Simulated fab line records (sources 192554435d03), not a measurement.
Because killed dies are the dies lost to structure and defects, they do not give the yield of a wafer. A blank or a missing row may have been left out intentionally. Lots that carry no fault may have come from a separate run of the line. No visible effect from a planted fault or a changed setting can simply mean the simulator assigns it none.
fab line records	flow n5-finfet	part 1 of 2: steps 1 to 27 of 33
record lots=5	wafers=15	last-day=17
route steps=1938 shown BEOL_M0@739 BEOL_M1@751
lots that met no fault: taken from a fault-free run of the same line
start-h: the number of hours between the record's first day and the start of the first shown wafer of the lot	wait-h: hours elapsed since this lot's preceding step	" as in the row above	L1.1+2: a single row standing in for several wafers	- no value, or no start given	* or withheld: withheld	< > ~ a bound
route shown NAME@n: NAME is a module with steps in the file, n the number in the route of the first one	usual: mean/standard deviation taken from wafers without a fault	same: alike in all rows	chamber/n: place in a boat	sites: the reading at each site	_std_site: the standard deviation of these	_edge_site: mean of outer sites minus mean of inner sites	radius-mm: for every site, how far away it sits from the centre of the wafer	mask NAME#n: copy n	behind: the last tool/chamber to shape the wafer	hold: cause of the lot's hold/its duration in hours/its outcome	device: names the non-switching transistor (n, p or np)	end of line: the tests these same wafers got at the end of their route	step lacking rows: just its recipe	killed: the dies lost at the first sort to structure and to defects; this is not the yield of the wafer	map: a wafer's dies, x killed, . not, _ none there
set.NAME: the run value of the setting; set.NAME@STEP: its run value at that earlier step	model.NAME: the simulator's own value behind a step, which no gauge read
lots at selected steps of the route; one table per step, one row per wafer
services: a tool's chamber out of use, with start hour (start-h, from the record's first day; less than 0 if before it), hours out, and reason
## steps
# step N5_BEOL_M0_ANNEAL_135
# recipe temp-c=400	time-s=60	ambient=vacuum
# usual heater-power-w=817/46
lot.wafer	tool	chamber	start-h	wait-h	heater-power-w
L076.1	pvd-sputter-03	-	125.97	0.0	882
L076.2	"	-	"	"	841
L076.5	"	-	"	"	860
L085.2	pvd-sputter-03	-	185.42	0.0	837
L085.3	"	-	"	"	820
L085.6	"	-	"	"	838
L091.3	pvd-sputter-02	-	215.91	0.0	781
L091.4	"	-	"	"	805
L091.5	"	-	"	"	796
L092.1	pvd-sputter-02	-	223.62	0.0	800
L092.2	"	-	"	"	792
L092.6	"	-	"	"	788
L097.3	pvd-sputter-01	-	259.41	0.0	809
L097.4	"	-	"	"	848
L097.5	"	-	"	"	808
# step N5_BEOL_M0_SPUTTER_141
# recipe material=Cu	target-thk-a=40	temp-c=-20	chamber-pressure-pa=0.07	power-w=withheld	time-s=7.37
# usual throttle-valve-pct=29.8/1.2
lot.wafer	tool	chamber	start-h	wait-h	throttle-valve-pct
L076.1	pvd-sputter-03	-	126.01	0.0	30.1
L076.2	"	-	"	"	28.7
L076.5	"	-	"	"	30.2
L085.2	pvd-sputter-03	-	185.46	0.0	30.2
L085.3	"	-	"	"	29.7
L085.6	"	-	"	"	30.0
L091.3	pvd-sputter-02	-	215.95	0.0	32.2
L091.4	"	-	"	"	30.4
L091.5	"	-	"	"	29.2
L092.1	pvd-sputter-02	-	223.66	0.0	29.2
L092.2	"	-	"	"	32.1
L092.6	"	-	"	"	29.1
L097.3	pvd-sputter-01	-	259.45	0.0	31.3
L097.4	"	-	"	"	29.1
L097.5	"	-	"	"	31.3
# step N5_BEOL_M0_ECD_118
# recipe material=Cu	target-thk-a=3000
lot.wafer	tool	chamber	start-h	wait-h
L076.1+2+5	ecd-cu-01	0,1,1	126.13	0.1
L085.2+3+6	ecd-cu-02	1,0,1	185.58	0.1
L091.3+4+5	ecd-cu-02	1,0,1	216.09	0.1
L092.1+2+6	ecd-cu-01	0,1,0	223.78	0.1
L097.3+4+5	ecd-cu-01	0,1,1	259.59	0.1
# step N5_BEOL_M0_ANNEAL_119
# recipe temp-c=225	time-s=90	ambient=N2
# usual wafer_temp_C_max=225.82/0.23
lot.wafer	tool	chamber	start-h	wait-h	wafer_temp_C_max
L076.1	rtp-anneal-01	0	128.28	2.1	226.08
L076.2	"	0	"	"	225.88
L076.5	"	0	"	"	225.94
L085.2	rtp-anneal-02	0	186.08	0.5	225.63
L085.3	"	0	"	"	225.70
L085.6	"	0	"	"	225.61
L091.3	rtp-anneal-01	0	216.76	0.6	226.32
L091.4	"	0	"	"	225.81
L091.5	"	0	"	"	226.03
L092.1	rtp-anneal-01	0	223.86	0.1	225.57
L092.2	"	0	"	"	226.28
L092.6	"	0	"	"	225.83
L097.3	rtp-anneal-02	0	259.74	0.1	225.78
L097.4	"	0	"	"	225.53
L097.5	"	0	"	"	225.35
# step N5_BEOL_M0_CMP_120
# recipe stop-on=SiOC	t-overpolish-s=6.9	down-force-psi=1	platen-rpm=50	clearing-platen-down-force-psi=1.5	clearing-platen-rpm=50	post-cmp-clean=cu-alkaline	clearing-platen-pad-velocity-m-s=0.99484	pad-velocity-m-s=0.99484
# usual barrier-field-endpoint-s=3.59/0.17	motor-current-A=6.3/0.57	overpolish-run-s=6.899/0.0095	time-to-endpoint-s=63/4.7
lot.wafer	tool	chamber	start-h	wait-h	barrier-field-endpoint-s	motor-current-A	overpolish-run-s	time-to-endpoint-s
L076.1	cmp-01	3	128.65	0.3	3.34	6.3	6.900	62
L076.2	"	0	"	"	3.51	5.7	6.903	61
L076.5	"	2	"	"	3.67	6.5	6.910	61
L085.3	cmp-01	0	186.42	0.3	3.41	5.4	6.896	62
L085.2	"	1	"	"	3.69	5.6	6.887	65
L085.6	"	2	"	"	3.46	6.5	6.901	61
L091.4	cmp-02	3	217.05	0.2	3.69	5.9	6.901	68
L091.3	"	0	"	"	3.54	6.7	6.896	59
L091.5	"	2	"	"	3.91	6.8	6.896	69
L092.2	cmp-01	0	224.23	0.3	3.51	6.0	6.898	59
L092.1	"	1	"	"	3.61	6.1	6.892	64
L092.6	"	3	"	"	3.33	6.1	6.915	59
L097.4	cmp-04	0	259.95	0.1	3.48	5.3	6.896	60
L097.3	"	3	"	"	3.50	7.0	6.890	64
L097.5	"	0	"	"	3.40	5.5	6.896	62
# step N5_BEOL_M0_PRE_CLEAN_131
# recipe gas=NH3/H2	time-s=15	temp-c=*	rf-power-w=300
# usual heater-power-w=93/14
lot.wafer	tool	chamber	start-h	wait-h	heater-power-w	since-wet-clean-h
L076.1	cvd-co-02	0	128.91	0.0	105	670
L076.2	"	1	"	"	89	1108
L076.5	"	2	"	"	85	-
L085.2	cvd-co-02	2	186.68	0.0	85	269
L085.3	"	0	"	"	107	728
L085.6	"	2	"	"	84	-
L091.3	cvd-co-01	2	217.31	0.0	110	518
L091.4	"	2	"	"	108	-
L091.5	"	0	"	"	71	-
L092.1	cvd-co-01	1	224.49	0.0	102	88
L092.2	"	2	"	"	108	525
L092.6	"	1	"	"	101	-
L097.3	cvd-co-02	2	260.28	0.0	85	342
L097.4	"	1	"	"	90	-
L097.5	"	2	"	"	87	-
# step N5_BEOL_M0_CO_CAP_123
# recipe material=Co	target-thk-a=20	temp-c=200	precursor=CCTBA/H2	pressure-torr=30	time-s=102.1
# usual heater-power-w=247/17
lot.wafer	tool	chamber	start-h	wait-h	heater-power-w	since-wet-clean-h
L076.1	cvd-co-02	0	128.95	0.0	257	670
L076.2	"	1	"	"	239	1108
L076.5	"	2	"	"	232	-
L085.2	cvd-co-02	2	186.72	0.0	235	269
L085.3	"	0	"	"	262	728
L085.6	"	2	"	"	237	-
L091.3	cvd-co-01	2	217.35	0.0	272	518
L091.4	"	2	"	"	262	-
L091.5	"	0	"	"	221	-
L092.1	cvd-co-01	1	224.53	0.0	258	88
L092.2	"	2	"	"	270	525
L092.6	"	1	"	"	260	-
L097.3	cvd-co-02	2	260.32	0.0	233	342
L097.4	"	1	"	"	244	-
L097.5	"	2	"	"	240	-
# step N5_BEOL_M0_PRE_CLEAN_124
# recipe gas=NH3	time-s=15	temp-c=withheld	rf-power-w=300
lot.wafer	tool	chamber	start-h	wait-h	since-wet-clean-h
L076.1	pecvd-04	0	129.04	0.1	1195
L076.2	"	1	"	"	1920
L076.5	"	0	"	"	-
L085.2	pecvd-03	1	186.81	0.1	1797
L085.3	"	0	"	"	-
L085.6	"	0	"	"	-
L091.3	pecvd-03	0	217.44	0.1	294
L091.4	"	2	"	"	-
L091.5	"	1	"	"	-
L092.1	pecvd-03	0	224.62	0.1	301
L092.2	"	2	"	"	353
L092.6	"	1	"	"	-
L097.3	pecvd-01	0	260.41	0.1	964
L097.4	"	0	"	"	-
L097.5	"	2	"	"	-
# step N5_BEOL_M0_DEP_125
# recipe material=SiCN	target-thk-a=80	temp-c=withheld	precursor=3MS/NH3	pressure-torr=3	rf-w=202	time-s=14
# usual showerhead-plenum-p-Torr=3.669/0.017	throttle-valve-pct=8.9/0.46
lot.wafer	tool	chamber	start-h	wait-h	showerhead-plenum-p-Torr	since-wet-clean-h	throttle-valve-pct
L076.1	pecvd-04	0	129.06	0.0	3.659	1195	9.1
L076.2	"	1	"	"	3.683	1920	9.0
L076.5	"	0	"	"	3.669	-	9.5
L085.2	pecvd-03	1	186.85	0.0	3.680	1797	9.2
L085.3	"	0	"	"	3.683	-	8.5
L085.6	"	0	"	"	3.677	-	8.5
L091.3	pecvd-03	0	217.47	0.0	3.680	294	8.4
L091.4	"	2	"	"	3.679	-	8.4
L091.5	"	1	"	"	3.684	-	9.1
L092.1	pecvd-03	0	224.64	0.0	3.679	301	8.4
L092.2	"	2	"	"	3.679	353	8.5
L092.6	"	1	"	"	3.687	-	9.2
L097.3	pecvd-01	0	260.44	0.0	3.690	964	9.2
L097.4	"	0	"	"	3.699	-	9.0
L097.5	"	2	"	"	3.639	-	8.3
# step N5_BEOL_M0_RS_MEAS_126
# recipe thk-meas-gauge=four-point-probe	reads=Co_of_BEOL_M0_CO_CAP_123+Cu_of_BEOL_M0_ECD_118+Co_of_BEOL_M0_CVD_115+TaN_of_BEOL_M0_ALD_136
# usual M0_RS=0.528/0.024
lot.wafer	tool	chamber	start-h	wait-h	M0_RS[ohm/sq]
L076.1	film-metro-02	-	129.13	0.0	0.553
L076.2	"	-	"	"	0.570
L076.5	"	-	"	"	0.555
L085.2	film-metro-02	-	186.93	0.1	0.529
L085.3	"	-	"	"	0.530
L085.6	"	-	"	"	0.551
L091.3	film-metro-02	-	217.53	0.1	0.552
L091.4	"	-	"	"	0.493
L091.5	"	-	"	"	0.482
L092.1	film-metro-02	-	224.71	0.0	0.526
L092.2	"	-	"	"	0.544
L092.6	"	-	"	"	0.529
L097.3	film-metro-01	-	260.51	0.1	0.561
L097.4	"	-	"	"	0.534
L097.5	"	-	"	"	0.534
# step N5_BEOL_M0_INSPECT_127
# recipe inspect-instrument=darkfield	mode=post-dep
# usual raw-defect-count=68/22
lot.wafer	tool	chamber	start-h	wait-h	raw-defect-count
L076.1	defect-inspect-01	-	129.16	0.0	42
L076.2	"	-	"	"	77
L076.5	"	-	"	"	76
L085.2	defect-inspect-02	-	186.96	0.0	113
L085.3	"	-	"	"	66
L085.6	"	-	"	"	109
L091.3	defect-inspect-01	-	217.56	0.0	46
L091.4	"	-	"	"	67
L091.5	"	-	"	"	54
L092.1	defect-inspect-01	-	224.73	0.0	78
L092.2	"	-	"	"	64
L092.6	"	-	"	"	96
L097.3	defect-inspect-02	-	260.53	0.0	40
L097.4	"	-	"	"	52
L097.5	"	-	"	"	80
# step N5_BEOL_M1_ILD_DEP_00
# recipe material=SiOC	target-thk-a=790	temp-c=350	precursor=DEMS/O2	pressure-torr=5	rf-w=500	time-s=15.3
# usual heater-power-w=533/79	showerhead-plenum-p-Torr=5.690/0.024	throttle-valve-pct=11.7/0.62
lot.wafer	tool	chamber	start-h	wait-h	heater-power-w	showerhead-plenum-p-Torr	since-wet-clean-h	throttle-valve-pct
L076.1	pecvd-01	0	129.19	0.0	503	5.718	833	11.7
L076.2	"	1	"	"	621	5.667	1558	11.6
L076.5	"	1	"	"	624	5.669	-	11.7
L085.2	pecvd-01	1	186.99	0.0	695	5.674	1616	11.5
L085.3	"	2	"	"	485	5.654	137	10.6
L085.6	"	2	"	"	505	5.637	-	10.7
L091.3	pecvd-01	1	217.60	0.0	595	5.678	1646	11.5
L091.4	"	2	"	"	582	5.651	-	11.1
L091.5	"	0	"	"	430	5.699	-	11.8
L092.1	pecvd-02	0	224.77	0.0	514	5.711	747	12.3
L092.2	"	1	"	"	468	5.693	1472	12.5
L092.6	"	1	"	"	470	5.702	-	12.8
L097.3	pecvd-01	1	260.57	0.0	693	5.671	1689	11.5
L097.4	"	2	"	"	548	5.655	-	10.8
L097.5	"	1	"	"	698	5.669	-	11.6
# step N5_BEOL_M1_THK_MEAS_01
# recipe reads=SiOC_of_BEOL_M1_ILD_DEP_00
# usual M1_ILD_THK=79.1/1.2
lot.wafer	tool	chamber	start-h	wait-h	M1_ILD_THK[nm]
L076.1	film-metro-01	-	129.26	0.0	79.0
L076.2	"	-	"	"	78.0
L076.5	"	-	"	"	78.4
L085.2	film-metro-01	-	187.06	0.1	77.8
L085.3	"	-	"	"	78.6
L085.6	"	-	"	"	79.0
L091.3	film-metro-01	-	217.66	0.1	77.8
L091.4	"	-	"	"	80.3
L091.5	"	-	"	"	79.0
L092.1	film-metro-01	-	224.86	0.1	79.2
L092.2	"	-	"	"	79.2
L092.6	"	-	"	"	79.4
L097.3	film-metro-01	-	260.64	0.1	78.2
L097.4	"	-	"	"	80.9
L097.5	"	-	"	"	78.7
# step N5_BEOL_M1_PECVD_72
# recipe material=SiO2	target-thk-a=160	temp-c=400	precursor=TEOS/O2	pressure-torr=5.5	rf-w=450	teos-flow-sccm=53.8	gas=O2	flow-sccm=3000	time-s=18
# usual heater-power-w=756/100	showerhead-plenum-p-Torr=8.79/0.092	throttle-valve-pct=22.0/1.2
lot.wafer	tool	chamber	start-h	wait-h	heater-power-w	showerhead-plenum-p-Torr	since-wet-clean-h	throttle-valve-pct
L076.1	pecvd-02	2	129.30	0.0	690	8.82	2102	22.1
L076.2	"	0	"	"	771	8.79	652	23.3
L076.5	"	0	"	"	733	8.79	-	23.3
L085.2	pecvd-02	2	187.10	0.0	644	8.81	2160	22.0
L085.3	"	0	"	"	785	8.81	710	23.3
L085.6	"	1	"	"	667	8.74	-	23.4
L091.3	pecvd-03	1	217.70	0.0	794	8.89	1828	23.0
L091.4	"	1	"	"	781	8.90	-	23.2
L091.5	"	0	"	"	717	8.85	-	20.8
L092.1	pecvd-01	1	224.89	0.0	985	8.67	1654	21.6
L092.2	"	0	"	"	718	8.90	929	22.3
L092.6	"	1	"	"	970	8.66	-	21.7
L097.3	pecvd-03	2	260.67	0.0	590	8.81	389	21.3
L097.4	"	0	"	"	766	8.82	-	21.1
L097.5	"	1	"	"	871	8.91	-	22.7
# step N5_BEOL_M1_HM_DEP_02
# recipe material=TiN	target-thk-a=200	temp-c=25	chamber-pressure-pa=0.49996
# usual throttle-valve-pct=29.9/1.1
lot.wafer	tool	chamber	start-h	wait-h	throttle-valve-pct
L076.1	pvd-sputter-01	-	129.59	0.3	29.2
L076.2	"	-	"	"	31.0
L076.5	"	-	"	"	28.9
L085.2	pvd-sputter-01	-	187.47	0.4	31.0
L085.3	"	-	"	"	29.6
L085.6	"	-	"	"	30.8
L091.3	pvd-sputter-01	-	218.51	0.8	30.5
L091.4	"	-	"	"	29.5
L091.5	"	-	"	"	29.4
L092.1	pvd-sputter-03	-	226.41	1.5	28.6
L092.2	"	-	"	"	30.2
L092.6	"	-	"	"	28.6
L097.3	pvd-sputter-03	-	262.10	1.4	28.6
L097.4	"	-	"	"	30.3
L097.5	"	-	"	"	30.1
# step N5_BEOL_M1_COAT_61
# recipe resist=SOC	temp-c=250	time-s=60	spin-rpm=1500	resist-thk-nm=60
lot.wafer	tool	chamber	start-h	wait-h
L076.1+2+5	litho-track-02	0	129.71	0.1
L085.2+3+6	litho-track-04	0	187.62	0.1
L091.3+4+5	litho-track-04	0	218.64	0.1
L092.1+2+6	litho-track-04	0	226.53	0.1
L097.3+4+5	litho-track-04	0	262.23	0.1
# step N5_BEOL_M1_COAT_62
# recipe resist=SiARC	temp-c=220	time-s=60	spin-rpm=1500	resist-thk-nm=12
lot.wafer	tool	chamber	start-h	wait-h
L076.1+2+5	litho-track-02	0	-	-
L085.2+3+6	litho-track-04	0	-	-
L091.3+4+5	litho-track-04	0	-	-
L092.1+2+6	litho-track-04	0	-	-
L097.3+4+5	litho-track-04	0	-	-
# step N5_BEOL_M1_COAT_73
# recipe resist=underlayer	temp-c=205	time-s=60	spin-rpm=1500	resist-thk-nm=5
lot.wafer	tool	chamber	start-h	wait-h
L076.1+2+5	litho-track-02	0	-	-
L085.2+3+6	litho-track-04	0	-	-
L091.3+4+5	litho-track-04	0	-	-
L092.1+2+6	litho-track-04	0	-	-
L097.3+4+5	litho-track-04	0	-	-
# step N5_BEOL_M1_COAT_05
# recipe resist=CAR-EUV	spin-rpm=1500	resist-thk-nm=30
lot.wafer	tool	chamber	start-h	wait-h
L076.1+2+5	litho-track-02	0	-	-
L085.2+3+6	litho-track-04	0	-	-
L091.3+4+5	litho-track-04	0	-	-
L092.1+2+6	litho-track-04	0	-	-
L097.3+4+5	litho-track-04	0	-	-
# step N5_BEOL_M1_EBR_07
# recipe solvent=PGMEA	ebr-width-mm=1.5
lot.wafer	tool	chamber	start-h	wait-h
L076.1+2+5	litho-track-02	0	-	-
L085.2+3+6	litho-track-04	0	-	-
L091.3+4+5	litho-track-04	0	-	-
L092.1+2+6	litho-track-04	0	-	-
L097.3+4+5	litho-track-04	0	-	-
# step N5_BEOL_M1_SOFTBAKE_06
# recipe temp-c=110	time-s=60	resist=CAR-EUV
lot.wafer	tool	chamber	start-h	wait-h
L076.1+2+5	litho-track-02	0	-	-
L085.2+3+6	litho-track-04	0	-	-
L091.3+4+5	litho-track-04	0	-	-
L092.1+2+6	litho-track-04	0	-	-
L097.3+4+5	litho-track-04	0	-	-
# step N5_BEOL_M1_EXPOSE_08
# recipe mask-id=M1	na=0.33	source-shape=dipole	sigma-inner=0.369	sigma-outer=0.767	polarization=unpolarized	dose-mj=33
# usual stage-msd-nm=0.813/0.025
# same sigma-outer=0.767
lot.wafer	tool	chamber	start-h	wait-h	mask	stage-msd-nm
L076.1	euv-scanner-02	0	130.09	-	M1#0	0.839
L076.2	"	0	"	"	M1#0	0.839
L076.5	"	0	"	"	M1#0	0.841
L085.2	euv-scanner-01	0	187.76	-	M1#0	0.787
L085.3	"	0	"	"	M1#0	0.787
L085.6	"	0	"	"	M1#0	0.786
L091.3	euv-scanner-01	0	218.78	-	M1#0	0.789
L091.4	"	0	"	"	M1#0	0.783
L091.5	"	0	"	"	M1#0	0.786
L092.1	euv-scanner-02	0	226.79	-	M1#0	0.832
L092.2	"	0	"	"	M1#0	0.829
L092.6	"	0	"	"	M1#0	0.831
L097.3	euv-scanner-02	0	262.50	-	M1#0	0.827
L097.4	"	0	"	"	M1#0	0.829
L097.5	"	0	"	"	M1#0	0.824
# step N5_BEOL_M1_PEB_09
# recipe peb-temp-c=100	peb-time-s=60	resist=CAR-EUV
lot.wafer	tool	chamber	start-h	wait-h
L076.1+2+5	litho-track-03	0	130.14	0.1
L085.2+3+6	litho-track-03	0	187.81	0.0
L091.3+4+5	litho-track-02	0	218.83	0.0
L092.1+2+6	litho-track-02	0	226.85	0.1
L097.3+4+5	litho-track-04	0	262.55	0.0
# step N5_BEOL_M1_DEVELOP_10
# recipe develop-time-s=30	developer=TMAH	resist=CAR-EUV	rinse-liquid=surfactant-rinse	dry=air-spin	dev-temp-c=23
lot.wafer	tool	chamber	start-h	wait-h
L076.1+2+5	litho-track-03	0	-	-
L085.2+3+6	litho-track-03	0	-	-
L091.3+4+5	litho-track-02	0	-	-
L092.1+2+6	litho-track-02	0	-	-
L097.3+4+5	litho-track-04	0	-	-
# step N5_BEOL_M1_CD_MEAS_11
# recipe target-cd-nm=17.05	landing-energy-ev=500	detector=se-inlens	polarity=opening
# usual cd-nm=17.01/0.28
lot.wafer	tool	chamber	start-h	wait-h	cd-nm
L076.1	cd-sem-03	0	130.21	-	17.05
L076.2	"	0	"	"	17.49
L076.5	"	0	"	"	16.66
L085.2	cd-sem-02	0	187.88	-	17.25
L085.3	"	0	"	"	16.90
L085.6	"	0	"	"	17.51
L091.3	cd-sem-02	0	218.90	-	16.83
L091.4	"	0	"	"	16.60
L091.5	"	0	"	"	16.70
L092.1	cd-sem-03	0	226.92	-	16.58
L092.2	"	0	"	"	16.60
L092.6	"	0	"	"	16.85
L097.3	cd-sem-02	0	262.62	-	16.94
L097.4	"	0	"	"	16.67
L097.5	"	0	"	"	16.36
# step N5_BEOL_M1_OVL_MEAS_12
# recipe points-per-wafer=522
# usual M1_OVL=0.1/0.56
lot.wafer	tool	chamber	start-h	wait-h	M1_OVL[nm]
L076.1	overlay-01	0	130.24	0.0	-0.1
L076.2	"	0	"	"	-0.9
L076.5	"	0	"	"	-0.9
L085.2	overlay-01	0	187.92	0.0	-0.4
L085.3	"	0	"	"	0.3
L085.6	"	0	"	"	0.0
L091.3	overlay-01	0	218.94	0.0	-0.3
L091.4	"	0	"	"	-0.5
L091.5	"	0	"	"	0.4
L092.1	overlay-02	0	226.95	0.0	0.8
L092.2	"	0	"	"	0.2
L092.6	"	0	"	"	-0.2
L097.3	overlay-01	0	262.66	0.0	0.1
L097.4	"	0	"	"	0.2
L097.5	"	0	"	"	-0.2
# step N5_BEOL_M1_INSPECT_13
# recipe mode=adi	inspect-instrument=brightfield
# usual raw-defect-count=398/81
lot.wafer	tool	chamber	start-h	wait-h	raw-defect-count
L076.1	defect-inspect-02	-	130.30	0.1	374
L076.2	"	-	"	"	426
L076.5	"	-	"	"	365
L085.2	defect-inspect-02	-	187.97	0.0	507
L085.3	"	-	"	"	399
L085.6	"	-	"	"	416
L091.3	defect-inspect-02	-	218.99	0.0	339
L091.4	"	-	"	"	319
L091.5	"	-	"	"	289
L092.1	defect-inspect-01	-	227.01	0.1	476
L092.2	"	-	"	"	376
L092.6	"	-	"	"	377
L097.3	defect-inspect-02	-	262.71	0.0	288
L097.4	"	-	"	"	262
L097.5	"	-	"	"	311
